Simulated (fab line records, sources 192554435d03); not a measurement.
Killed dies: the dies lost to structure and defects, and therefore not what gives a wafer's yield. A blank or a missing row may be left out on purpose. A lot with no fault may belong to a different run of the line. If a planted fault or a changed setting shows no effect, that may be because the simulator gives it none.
fab line records -- flow n5-finfet
record lots=9, wafers=27, last-day=17
route steps=1938 shown DUMMY_GATE@240 BEOL_M4@1111 PASSIVATION@1936
lots untouched by any fault: they come from a run of this same line in which no faults occurred
start-h: the number of hours between the record's first day and the start of the first shown wafer of the lot -- wait-h: time in hours since the lot's previous step -- " unchanged from the row above -- L1.1+2: one row covering several wafers at once -- - either no value or no given start -- * or withheld: withheld -- < > ~ a bound
route shown NAME@n: NAME is a module with steps in the file, n the number in the route of the first one -- usual: average and standard deviation across the fault-free wafers -- same: alike in all rows -- chamber/n: place in a boat -- sites: per-site readings -- _std_site: the values' standard deviation -- _edge_site: inner sites' mean taken away from outer sites' mean -- radius-mm: for every site, how far away it sits from the centre of the wafer -- mask NAME#n: copy n -- behind: the most recent tool/chamber to have shaped the wafer -- hold: why the lot went on hold/how many hours it stayed there/how the hold came to an end -- device: the transistor (n, p or np) that didn't switch -- end of line: tests run on the same wafers once the route is complete -- a step without rows: its recipe alone -- killed: count of dies lost to structure and defects at first sort (not the wafer's yield) -- map: shows each die of a wafer: x if killed, . if not, _ if none is there
set.NAME: the setting as run; set.NAME@STEP: as run at that earlier step -- model.NAME: the simulator's own value behind a step, which no gauge read
a sample of lots followed through the steps of the route, with each step as a table and each wafer as a row
services: a tool's chamber out of use, with start hour (start-h, from the record's first day; less than 0 if before it), hours out, and reason
## steps
# step N5_DUMMY_GATE_TRIM_49
# recipe chemistry=O2, resist=SOC, time-s=29, target-cd-nm=14, source-power-w=300, bias-power-w=0, O2_flow_sccm=100, temp-c=20
# usual drypump-motor-current-A=5.6/0.37, oes-product-au=1.002/0.017, throttle-valve-pct=8.15/0.14
lot.wafer,tool,chamber,start-h,wait-h,drypump-motor-current-A,oes-product-au,rf-hours-counter-h,throttle-valve-pct
L691.3,rie-si-05,1,61.90,0.0,5.1,0.990,27,8.25
L691.4,rie-si-05,2,61.90,0.0,5.4,0.972,51,8.03
L691.5,rie-si-05,2,61.90,0.0,5.4,0.978,-,8.01
L697.1,rie-si-01,0,96.01,0.0,5.7,1.013,134,8.25
L697.4,rie-si-01,2,96.01,0.0,5.3,1.003,186,8.09
L697.5,rie-si-01,1,96.01,0.0,5.5,1.024,-,8.43
L698.1,rie-si-01,2,108.44,0.0,5.3,0.993,186,8.08
L698.4,rie-si-01,0,108.44,0.0,5.7,0.998,134,8.26
L698.6,rie-si-01,2,108.44,0.0,5.3,0.995,-,8.08
L699.1,rie-si-01,3,112.35,0.0,4.9,1.013,59,8.07
L699.3,rie-si-01,2,112.35,0.0,5.2,1.005,186,8.09
L699.4,rie-si-01,1,112.35,0.0,5.5,1.009,156,8.41
L706.2,rie-si-01,2,149.83,0.0,5.3,0.990,187,8.10
L706.3,rie-si-01,0,149.83,0.0,5.7,0.997,135,8.25
L706.5,rie-si-01,0,149.83,0.0,5.7,0.996,-,8.26
L708.4,rie-si-03,0,163.46,0.0,6.0,0.967,153,8.06
L708.5,rie-si-03,1,163.46,0.0,5.8,1.006,-,8.10
L708.6,rie-si-03,2,163.46,0.0,6.0,1.029,-,8.11
L709.1,rie-si-05,1,168.19,0.0,5.1,0.999,29,8.23
L709.3,rie-si-05,0,168.19,0.0,6.1,1.002,80,7.90
L709.5,rie-si-05,3,168.19,0.0,5.5,0.985,-,8.19
L711.3,rie-si-01,3,178.77,0.0,4.9,1.015,60,8.08
L711.5,rie-si-01,0,178.77,0.0,5.7,1.000,-,8.24
L711.6,rie-si-01,1,178.77,0.0,5.5,1.008,-,8.41
L712.1,rie-si-01,1,184.67,0.0,5.5,1.018,157,8.42
L712.3,rie-si-01,3,184.67,0.0,4.9,1.016,60,8.07
L712.5,rie-si-01,3,184.67,0.0,4.9,1.011,-,8.10
# step N5_DUMMY_GATE_STRIP_40
# recipe chemistry=CF4, resist=SiARC, power-w=300, bias-power-w=75, pressure-mtorr=50, cf4-flow-sccm=150, rf-frequency-hz=6e+07
# usual drypump-motor-current-A=5.9/0.38, oes-product-au=0.74/0.052, rf-vpp-V=270.6/1.6, showerhead-plenum-p-Torr=1.77/0.056, throttle-valve-pct=13.70/0.21
lot.wafer,tool,chamber,start-h,wait-h,drypump-motor-current-A,oes-product-au,rf-hours-counter-h,rf-vpp-V,showerhead-plenum-p-Torr,throttle-valve-pct
L691.3,rie-diel-01,3,62.00,0.1,5.6,0.73,158,271.9,1.86,13.71
L691.4,rie-diel-01,2,62.00,0.1,5.2,0.69,231,270.8,1.75,13.75
L691.5,rie-diel-01,3,62.00,0.1,5.6,0.73,-,271.5,1.86,13.71
L697.1,rie-diel-05,1,96.26,0.2,6.0,0.76,149,270.0,1.80,13.45
L697.4,rie-diel-05,3,96.26,0.2,6.1,0.71,184,272.2,1.86,13.80
L697.5,rie-diel-05,0,96.26,0.2,6.4,0.70,-,271.6,1.72,14.16
L698.1,rie-diel-06,3,108.66,0.2,6.2,0.75,138,269.7,1.79,13.89
L698.4,rie-diel-06,0,108.66,0.2,5.7,0.77,139,272.6,1.79,13.68
L698.6,rie-diel-06,2,108.66,0.2,5.7,0.79,-,269.1,1.67,13.68
L699.1,rie-diel-01,2,112.44,0.1,5.2,0.68,247,271.7,1.75,13.80
L699.3,rie-diel-01,3,112.44,0.1,5.6,0.73,171,271.5,1.85,13.74
L699.4,rie-diel-01,1,112.44,0.1,6.1,0.73,191,273.0,1.78,13.81
L706.2,rie-diel-06,0,149.93,0.1,5.7,0.75,151,271.2,1.79,13.68
L706.3,rie-diel-06,3,149.93,0.1,6.2,0.74,150,271.7,1.79,13.93
L706.5,rie-diel-06,3,149.93,0.1,6.2,0.74,-,271.5,1.79,13.92
L708.4,rie-diel-06,2,163.55,0.1,5.6,0.78,136,268.4,1.66,13.72
L708.5,rie-diel-06,2,163.55,0.1,5.6,0.78,-,267.7,1.66,13.70
L708.6,rie-diel-06,1,163.55,0.1,5.2,0.71,-,271.1,1.79,13.62
L709.1,rie-diel-05,1,168.28,0.1,6.1,0.73,171,270.3,1.79,13.48
L709.3,rie-diel-05,3,168.28,0.1,6.1,0.69,206,270.6,1.85,13.83
L709.5,rie-diel-05,3,168.28,0.1,6.2,0.70,-,272.3,1.85,13.85
L711.3,rie-diel-06,2,178.87,0.1,5.6,0.77,140,266.6,1.66,13.71
L711.5,rie-diel-06,0,178.87,0.1,5.7,0.75,-,270.6,1.79,13.71
L711.6,rie-diel-06,3,178.87,0.1,6.2,0.73,-,270.5,1.79,13.96
L712.1,rie-diel-01,1,184.76,0.1,6.1,0.72,215,270.1,1.77,13.87
L712.3,rie-diel-01,3,184.76,0.1,5.6,0.71,193,273.2,1.85,13.79
L712.5,rie-diel-01,1,184.76,0.1,6.1,0.71,-,271.0,1.77,13.85
# step N5_DUMMY_GATE_STRIP_41
# recipe chemistry=O2, power-w=400, temp-c=40, pressure-mtorr=30, rf-frequency-hz=6e+07, bias-power-w=0, overash-fraction=0.3, o2-flow-sccm=225
# usual drypump-motor-current-A=5.9/0.38, oes-product-au=0.74/0.044, rf-vpp-V=3.7/0.5, showerhead-plenum-p-Torr=2.06/0.073, throttle-valve-pct=16.78/0.23
lot.wafer,tool,chamber,start-h,wait-h,drypump-motor-current-A,oes-product-au,rf-hours-counter-h,rf-vpp-V,showerhead-plenum-p-Torr,throttle-valve-pct
L691.3,rie-diel-05,1,62.35,0.0,6.0,0.77,141,3.3,2.09,16.45
L691.4,rie-diel-05,3,62.35,0.0,6.1,0.71,174,3.3,2.19,16.86
L691.5,rie-diel-05,0,62.35,0.0,6.4,0.72,-,3.3,1.98,17.13
L697.1,rie-diel-06,2,96.40,0.0,5.6,0.81,118,3.5,1.93,16.75
L697.4,rie-diel-06,1,96.40,0.0,5.2,0.73,202,3.7,2.08,16.51
L697.5,rie-diel-06,2,96.40,0.0,5.6,0.81,-,3.1,1.94,16.75
L698.1,rie-diel-05,0,108.81,0.0,6.4,0.71,224,3.8,1.98,17.17
L698.4,rie-diel-05,2,108.81,0.0,6.2,0.71,205,2.8,2.00,16.48
L698.6,rie-diel-05,2,108.81,0.0,6.2,0.70,-,3.3,2.00,16.46
L699.1,rie-diel-01,0,112.59,0.0,6.2,0.73,188,3.9,2.00,16.78
L699.3,rie-diel-01,2,112.59,0.0,5.2,0.68,247,3.2,2.07,16.94
L699.4,rie-diel-01,1,112.59,0.0,6.1,0.73,191,3.8,2.07,16.86
L706.2,rie-diel-01,3,150.07,0.0,5.6,0.72,182,3.6,2.19,16.91
L706.3,rie-diel-01,1,150.07,0.0,6.1,0.72,204,3.7,2.07,16.89
L706.5,rie-diel-01,3,150.07,0.0,5.6,0.72,-,4.4,2.19,16.91
L708.4,rie-diel-06,0,163.70,0.0,5.7,0.75,154,3.4,2.08,16.70
L708.5,rie-diel-06,0,163.70,0.0,5.7,0.74,-,3.9,2.08,16.71
L708.6,rie-diel-06,3,163.70,0.0,6.2,0.74,-,3.8,2.09,17.04
L709.1,rie-diel-05,2,168.43,0.0,6.2,0.69,224,3.9,1.99,16.51
L709.3,rie-diel-05,3,168.43,0.0,6.2,0.69,206,3.8,2.17,16.93
L709.5,rie-diel-05,0,168.43,0.0,6.4,0.69,-,3.5,1.97,17.20
L711.3,rie-diel-01,1,179.09,0.0,6.1,0.71,213,4.3,2.07,16.89
L711.5,rie-diel-01,2,179.09,0.0,5.2,0.91,-,3.2,2.06,16.53
L711.6,rie-diel-01,3,179.09,0.0,5.6,0.71,-,3.0,2.18,16.94
L712.1,rie-diel-06,0,184.91,0.0,5.7,0.74,160,2.9,2.08,16.71
L712.3,rie-diel-06,3,184.91,0.0,6.2,0.75,160,4.6,2.09,17.06
L712.5,rie-diel-06,0,184.91,0.0,5.6,0.74,-,3.4,2.08,16.70
# step N5_DUMMY_GATE_ETCH_42
# recipe chemistry=CHF3/O2, target=SiO2, target-depth-a=35, time-s=31, ion-energy-ev=30, bias-w=12, pressure-mtorr=30, source-w=600, Ar_flow_sccm=200, CHF3_flow_sccm=50, O2_flow_sccm=5
# usual CHF3_flow_sccm=50.01/0.14, O2_flow_sccm=4.999/0.016, drypump-motor-current-A=5.9/0.38, oes_ar_750_au=0.74/0.042, oes-product-au=0.73/0.041, rf-vpp-V=42.7/1.1, showerhead-plenum-p-Torr=2.38/0.086, throttle-valve-pct=18.90/0.23
lot.wafer,tool,chamber,start-h,wait-h,CHF3_flow_sccm,O2_flow_sccm,drypump-motor-current-A,oes_ar_750_au,oes-product-au,rf-hours-counter-h,rf-vpp-V,showerhead-plenum-p-Torr,throttle-valve-pct
L691.3,rie-diel-01,3,62.80,0.0,50.06,5.039,5.6,0.76,0.74,158,43.3,2.52,19.02
L691.4,rie-diel-01,2,62.80,0.0,50.03,4.979,5.3,0.71,0.71,232,43.8,2.37,18.97
L691.5,rie-diel-01,3,62.80,0.0,49.88,5.033,5.6,0.76,0.73,-,42.2,2.52,19.03
L697.1,rie-diel-01,2,96.88,0.0,-,-,-,-,-,-,-,-,-
L697.4,rie-diel-01,3,96.88,0.0,-,-,-,-,-,-,-,-,-
L697.5,rie-diel-01,2,96.88,0.0,-,-,-,-,-,-,-,-,-
L698.1,rie-diel-01,2,109.26,0.0,-,-,-,-,-,-,-,-,-
L698.4,rie-diel-01,0,109.26,0.0,-,-,-,-,-,-,-,-,-
L698.6,rie-diel-01,0,109.26,0.0,-,-,-,-,-,-,-,-,-
L699.1,rie-diel-06,1,113.23,0.2,-,-,-,-,-,-,-,-,-
L699.3,rie-diel-06,2,113.23,0.2,-,-,-,-,-,-,-,-,-
L699.4,rie-diel-06,3,113.23,0.2,-,-,-,-,-,-,-,-,-
L706.2,rie-diel-05,1,150.52,0.0,50.15,4.991,6.0,0.77,0.76,166,42.8,2.40,18.63
L706.3,rie-diel-05,2,150.52,0.0,50.05,4.976,6.2,0.70,0.70,219,41.6,2.29,18.55
L706.5,rie-diel-05,1,150.52,0.0,50.21,5.000,6.0,0.76,0.75,-,43.3,2.40,18.63
L708.4,rie-diel-01,3,164.15,0.0,49.88,4.999,5.6,0.74,0.72,187,43.6,2.51,19.08
L708.5,rie-diel-01,1,164.15,0.0,50.09,4.989,6.1,0.71,0.71,-,41.4,2.38,19.04
L708.6,rie-diel-01,0,164.15,0.0,49.84,4.962,6.2,0.71,0.71,-,41.2,2.30,18.94
L709.1,rie-diel-06,1,168.91,0.1,50.02,5.008,5.2,0.72,0.71,221,41.1,2.37,18.59
L709.3,rie-diel-06,3,168.91,0.1,49.92,4.983,6.2,0.74,0.74,155,42.3,2.40,19.17
L709.5,rie-diel-06,2,168.91,0.1,50.00,4.993,5.6,0.80,0.80,-,42.4,2.23,18.93
L711.3,rie-diel-01,1,179.54,0.0,50.03,4.987,6.1,0.71,0.70,213,42.6,2.38,19.03
L711.5,rie-diel-01,0,179.54,0.0,50.20,4.999,6.2,0.71,0.71,-,43.3,2.30,18.93
L711.6,rie-diel-01,1,179.54,0.0,49.92,5.007,6.1,0.71,0.71,-,41.8,2.38,19.04
L712.1,rie-diel-01,1,185.36,0.0,50.05,5.009,6.1,0.71,0.70,215,42.1,2.38,19.04
L712.3,rie-diel-01,0,185.36,0.0,49.99,5.004,6.2,0.71,0.72,212,42.2,2.30,18.93
L712.5,rie-diel-01,3,185.36,0.0,50.25,4.990,5.6,0.74,0.72,-,42.5,2.51,19.08
# step N5_BEOL_M4_RC_MEAS_101
# usual DIBL_N=36.0/1.7, DIBL_P=35.8/2, IOFF_N=0.15/0.03, IOFF_P=0.20/0.037, ION_N=670/12, ION_P=460/7.2, SS_N=71.5/0.68, SS_P=73.2/0.65, VT_N=250/3.1, VT_P=-251/3.4
lot.wafer,tool,chamber,start-h,wait-h,DIBL_N[mV/V],DIBL_P[mV/V],IOFF_N[nA/um],IOFF_P[nA/um],ION_N[uA/um],ION_P[uA/um],SS_N[mV/dec],SS_P[mV/dec],VT_N[mV],VT_P[mV]
L691.3,prober-01,0,180.80,0.3,34.3,33.3,0.12,0.16,668,456,71.9,72.0,251,-252
L691.4,prober-01,0,180.80,0.3,35.8,34.4,0.15,0.17,677,457,72.1,72.7,247,-253
L691.5,prober-01,0,180.80,0.3,36.6,34.3,0.15,0.16,646,440,72.3,72.8,252,-253
L697.1,prober-01,0,219.75,0.0,37.9,38.1,0.17,0.24,667,464,72.4,73.3,249,-248
L697.4,prober-01,0,219.75,0.0,40.0,41.5,0.24,0.30,692,474,72.6,74.2,244,-246
L697.5,prober-01,0,219.75,0.0,37.4,36.8,0.17,0.21,683,464,72.0,73.6,252,-249
L698.1,prober-02,0,231.14,0.0,36.1,34.9,0.18,0.23,668,458,71.5,73.4,247,-249
L698.4,prober-02,0,231.14,0.0,35.6,35.0,0.16,0.23,692,471,71.1,73.6,248,-247
L698.6,prober-02,0,231.14,0.0,36.8,34.8,0.18,0.23,671,457,72.3,73.4,250,-247
L699.1,prober-01,0,237.50,0.0,37.8,38.2,0.19,0.27,687,477,71.5,73.5,248,-244
L699.3,prober-01,0,237.50,0.0,36.0,35.1,0.15,0.21,656,455,71.8,72.4,249,-249
L699.4,prober-01,0,237.50,0.0,34.6,33.4,0.13,0.18,677,461,71.2,73.0,251,-249
L706.2,prober-02,0,282.10,0.2,34.7,33.5,0.13,0.19,671,460,71.4,72.2,252,-249
L706.3,prober-02,0,282.10,0.2,36.5,35.0,0.15,0.22,647,448,72.0,72.6,251,-247
L706.5,prober-02,0,282.10,0.2,36.4,35.7,0.15,0.22,658,456,71.8,72.8,251,-247
L708.4,prober-01,0,290.17,0.5,35.0,35.2,0.14,0.21,677,466,70.9,73.5,249,-249
L708.5,prober-01,0,290.17,0.5,36.0,35.9,0.16,0.21,683,461,71.0,73.1,250,-250
L708.6,prober-01,0,290.17,0.5,36.9,37.6,0.17,0.24,690,470,71.8,73.5,250,-246
L709.1,prober-02,0,299.09,0.0,34.7,33.9,0.13,0.18,664,454,70.7,73.4,252,-249
L709.3,prober-02,0,299.09,0.0,37.6,37.7,0.17,0.24,684,467,71.3,73.3,249,-249
L709.5,prober-02,0,299.09,0.0,34.3,33.2,0.12,0.17,653,452,70.4,72.3,250,-254
L711.3,prober-02,0,305.41,0.3,34.7,33.1,0.14,0.17,671,462,71.1,72.5,248,-253
L711.5,prober-02,0,305.41,0.3,35.7,35.3,0.15,0.20,684,465,70.8,73.3,247,-252
L711.6,prober-02,0,305.41,0.3,37.3,35.7,0.17,0.21,665,457,71.3,72.6,248,-250
L712.1,prober-02,0,317.11,0.0,36.1,37.4,0.16,0.21,685,467,71.8,73.0,251,-252
L712.3,prober-02,0,317.11,0.0,32.9,33.9,0.12,0.17,672,457,70.4,72.3,252,-252
L712.5,prober-02,0,317.11,0.0,36.1,37.3,0.16,0.20,681,460,71.1,73.9,249,-253
# step N5_PASSIVATION_PROBE_49
# usual defect-limited-yield=91.4/1.5, killed_at_M0_to_M3=32/9.8, killed_at_M4_up=15/5.6, killed-at-contacts=12/5.4, killed-at-front-end=40/13, killed-at-other=3.0/2.1, killed-dies=102/17, killed-open=67/13, killed-short=32/7.1, sort_bin_5_function=5.1/0.96, sort_bin_6_memory=3.2/0.7, sort_bin_8_speed=0.0/0.3, sort-n-pass=1078/18, sort-yield-pct=91.3/1.5
# same gross-dies=1180, killed-at-back-side=0, sort_bin_4_leakage[%]=0
lot.wafer,tool,chamber,start-h,wait-h,defect-limited-yield[%],killed_at_M0_to_M3,killed_at_M4_up,killed-at-contacts,killed-at-front-end,killed-at-other,killed-dies,killed-open,killed-short,sort_bin_5_function[%],sort_bin_6_memory[%],sort_bin_8_speed[%],sort-n-pass,sort-yield-pct[%]
L697.5,prober-02,-,322.45,0.2,93.9,26,10,9,21,6,72,39,31,4.6,1.2,0,1108,93.9
L698.1,prober-01,-,331.80,0.0,91.2,26,25,10,41,2,104,73,31,4.2,4.3,0,1076,91.2
# killed by level:class
L697.5 MOL_CONTACT_COAG:geometric-particle:open=6 BEOL_M0_SAQP:geometric-particle:open=5 STARTING-WAFER:geometric-particle:short=5 FIN_SAQP:geometric-particle:short=4 BEOL_M0_SAQP:geometric-particle:short=4 BEOL_M1:geometric-particle:open=4 BEOL_M1:geometric-particle:short=4 BEOL_M4:geometric-particle:open=4
L698.1 BEOL_M4:geometric-particle:open=12 FIN_SAQP:geometric-particle:open=9 STI_FIN_REVEAL:geometric-particle:open=9 FIN_SAQP:geometric-particle:short=6 MOL_CONTACT_COAG:geometric-particle:open=6 BEOL_M2:geometric-particle:open=5 MOL_CONTACT_COAG:geometric-particle:short=4 BEOL_M0_SAQP:geometric-particle:open=4
## services
tool,chamber,start-h,hours,kind
rie-diel-06,3,38.09,5.0,repair
rie-diel-01,2,59.15,2.7,repair
rie-si-01,-,69.17,2.8,pm
rie-si-01,1,74.25,6.1,repair
rie-diel-06,-,75.90,0.5,repair
rie-diel-01,3,83.26,8.8,repair
rie-si-05,-,84.15,14.6,pm
rie-diel-06,0,101.16,4.5,repair
rie-si-05,-,110.17,2.8,pm
rie-si-03,-,116.19,2.8,pm
rie-diel-01,2,121.22,-,clean
rie-diel-01,2,121.22,-,consumable-replace:focus-ring
rie-diel-01,2,121.22,12.1,scheduled-down
rie-diel-01,2,121.22,12.1,vent-cycle
rie-diel-01,3,123.80,3.1,repair
rie-si-01,-,135.58,0.1,repair
## key
first-sign step=N5_DUMMY_GATE_ETCH_42, reading=tool-record, direction=missing
effect none on later readings
met-at N5_DUMMY_GATE_ETCH_42
struck-lots L697,L698,L699
not-acting-at N5_DUMMY_GATE_TRIM_49,N5_DUMMY_GATE_STRIP_40,N5_DUMMY_GATE_STRIP_41
onset-between 62.80 96.88
fault kind=skipped-step-whole, tool=rie-diel-01,rie-diel-06, chamber=-, onset-h=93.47, steps=N5_DUMMY_GATE_ETCH_42, scope=struck-lots-only
